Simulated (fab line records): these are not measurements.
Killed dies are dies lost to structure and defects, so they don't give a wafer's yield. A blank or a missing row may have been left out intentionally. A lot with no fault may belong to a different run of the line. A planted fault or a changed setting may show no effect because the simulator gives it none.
Matching of chambers | flow n5Finfet | N5_BEOL_M0_SAQP_SPACER1_ETCHBACK_99 on rieDiel-03 has 4 sister chambers
The step etches SiO2 in CHF3/O2, target depth 15.4 nm, time 7.7 s. 4 wafers are shown with their chamber, then 8 later ones without.

WAFERS, EACH WITH ITS CHAMBER
wafer  | chamber | showerheadPlenumPTorr (Torr)
L082.3 | 0       | 2.38
L086.4 | 1       | 2.41
L086.6 | 3       | 2.54
L089.1 | 2       | 2.49

WAFERS WITHOUT THEIR CHAMBER
wafer  | showerheadPlenumPTorr (Torr)
L089.3 | 2.53
L089.6 | 2.49
L091.3 | 2.37
L091.4 | 2.49
L091.6 | 2.40
L094.2 | 2.40
L094.4 | 2.48
L094.5 | 2.48

WHICH CHAMBER EACH WENT THROUGH
wafer  | from the rows above     | in truth
L089.3 | 3                       | 3
L089.6 | 2                       | 2
L091.3 | 0                       | 0
L091.4 | 2                       | 2
L091.6 | can't be placed: 1 or 0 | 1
L094.2 | can't be placed: 1 or 0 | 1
L094.4 | 2                       | 2
L094.5 | 2                       | 2
Placed correctly: 6 of 8. From these rows, 2 cannot be placed; in 2 the true chamber is one of the candidates. 0 placed wrongly.
How it was worked out, from the rows above alone: a wafer's distance from a chamber is the root of the sum, over the readings, of the square of ((its reading less the chamber's mean) divided by the reading's scatter). The wafer belongs to the nearest chamber; if the next one is less than 2 further off, it can't be placed. Each chamber's mean is taken over the wafers shown for it. The scatter: root of mean squared gap, hidden wafer to nearest shown wafer, with one shown wafer a chamber.
